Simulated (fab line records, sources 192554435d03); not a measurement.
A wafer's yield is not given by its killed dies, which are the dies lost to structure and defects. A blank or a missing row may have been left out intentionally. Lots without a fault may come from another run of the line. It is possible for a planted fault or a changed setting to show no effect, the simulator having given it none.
Which tool was responsible? + flow n5Finfet + 27 wafers sampled from 9 lots at 1 step of a route of 1938

## WHAT EACH GAUGE READ, for each wafer
N5_BEOL_M4_RC_MEAS_101. Usual: DIBL_N 35.8 mV/V, standard deviation 1.5; DIBL_P 35.8 mV/V, standard deviation 1.7; IOFF_N 0.151 nA/um, standard deviation 0.022; IOFF_P 0.204 nA/um, standard deviation 0.027; ION_N 673 uA/um, standard deviation 8.6; ION_P 462 uA/um, standard deviation 5.4; SS_N 71.4 mV/dec, standard deviation 0.54; SS_P 73.3 mV/dec, standard deviation 0.56; VT_N 250.5 mV, standard deviation 2.6; VT_P -251 mV, standard deviation 3.1.
| lot  | measured     | on        | DIBL_N (mV/V)  | DIBL_P (mV/V)  | IOFF_N (nA/um)    | IOFF_P (nA/um)    | ION_N (uA/um) | ION_P (uA/um) | SS_N (mV/dec)  | SS_P (mV/dec)  | VT_N (mV)         | VT_P (mV)      | flag |
|------|--------------|-----------|----------------|----------------|-------------------|-------------------|---------------|---------------|----------------|----------------|-------------------|----------------|------|
| L379 | day 9 23:50  | prober-01 | 33.4 36.2 33.5 | 32.7 36.8 33.2 | 0.110 0.159 0.118 | 0.178 0.238 0.193 | 655 675 662   | 458 467 460   | 71.1 71.8 71.7 | 72.8 73.8 72.7 | 256.1 250.2 255.2 | -254 -249 -249 |      |
| L380 | day 10 10:56 | prober-02 | 36.0 35.8 35.5 | 36.8 36.5 35.6 | 0.169 0.161 0.147 | 0.232 0.217 0.207 | 680 669 668   | 460 464 462   | 71.8 71.2 70.6 | 73.4 73.5 73.5 | 247.9 250.9 250.3 | -249 -248 -249 |      |
| L381 | day 10 15:25 | prober-01 | 36.2 35.1 36.1 | 36.6 35.4 35.4 | 0.162 0.136 0.149 | 0.206 0.191 0.187 | 677 669 672   | 460 462 457   | 72.1 72.1 71.4 | 73.0 72.4 73.0 | 248.5 253.7 251.0 | -249 -251 -253 |      |
| L384 | day 11 13:58 | prober-01 | 37.6 38.2 38.0 | 36.1 36.5 36.5 | 0.164 0.172 0.171 | 0.219 0.221 0.224 | 681 681 679   | 467 459 469   | 72.0 71.8 72.0 | 74.4 73.3 74.4 | 250.7 251.0 251.4 | -251 -250 -250 |      |
| L385 | day 11 19:39 | prober-01 | 35.1 34.0 32.9 | 37.4 34.9 33.9 | 0.143 0.126 0.111 | 0.196 0.170 0.147 | 683 676 661   | 462 459 458   | 71.1 70.4 70.1 | 73.2 72.8 72.5 | 252.7 253.2 255.1 | -252 -252 -256 |      |
| L386 | day 11 22:26 | prober-02 | 36.1 38.3 36.5 | 36.3 38.2 37.3 | 0.154 0.175 0.153 | 0.225 0.267 0.239 | 681 670 673   | 468 467 469   | 71.6 72.2 70.9 | 73.2 74.2 72.9 | 248.3 247.9 251.3 | -248 -244 -248 |      |
| L389 | day 12 13:46 | prober-01 | 35.9 35.9 35.1 | 34.7 34.7 34.3 | 0.143 0.135 0.128 | 0.183 0.176 0.175 | 681 662 663   | 462 454 456   | 71.0 71.6 71.0 | 73.4 72.7 73.2 | 251.3 252.8 253.3 | -252 -254 -253 |      |
| L390 | day 13 06:08 | prober-02 | 34.0 33.1 32.6 | 35.5 34.0 32.9 | 0.165 0.133 0.132 | 0.218 0.186 0.181 | 681 673 668   | 469 463 462   | 71.8 71.9 71.5 | 73.3 73.2 72.8 | 251.1 253.3 251.0 | -248 -255 -252 |      |
| L393 | day 13 09:00 | prober-01 | 35.9 35.7 35.5 | 36.2 37.0 36.0 | 0.163 0.162 0.160 | 0.224 0.232 0.228 | 680 677 685   | 471 472 468   | 71.2 71.3 70.9 | 73.9 74.4 73.7 | 248.4 247.8 250.4 | -248 -249 -251 |      |

## WHICH TOOL RAN EACH LOT (tool, then ch and the chambers of the sampled wafers, then the start)
The record holds no process step before these readings.

## WHAT THE TOOLS THEMSELVES READ (means of the sampled wafers that have a number; where no wafer has one, the mark that the record gives instead)
The record holds no such reading with a usual standard deviation.

## THE ANSWER, worked out from the rows above alone
Rule: take the mean of a lot's wafers that have a number; if it is more than 3 standard deviations from the usual mean, the lot is off. A lot without any number at a reading at which 4 lots or more have one is off too. Where the step has rows for the other lots, those lots are counted as sound. Order of review: gauges by route order, followed by the tools' own readings, for which a lot's mean as printed above is used. The first step at which some lot is off is used, and at that step the reading that is off furthest; a lot without a number counts as furthest.
Nothing can be told from this: no lot is off at any reading shown.

## WHAT HAD BEEN PUT IN BY THE SIMULATOR
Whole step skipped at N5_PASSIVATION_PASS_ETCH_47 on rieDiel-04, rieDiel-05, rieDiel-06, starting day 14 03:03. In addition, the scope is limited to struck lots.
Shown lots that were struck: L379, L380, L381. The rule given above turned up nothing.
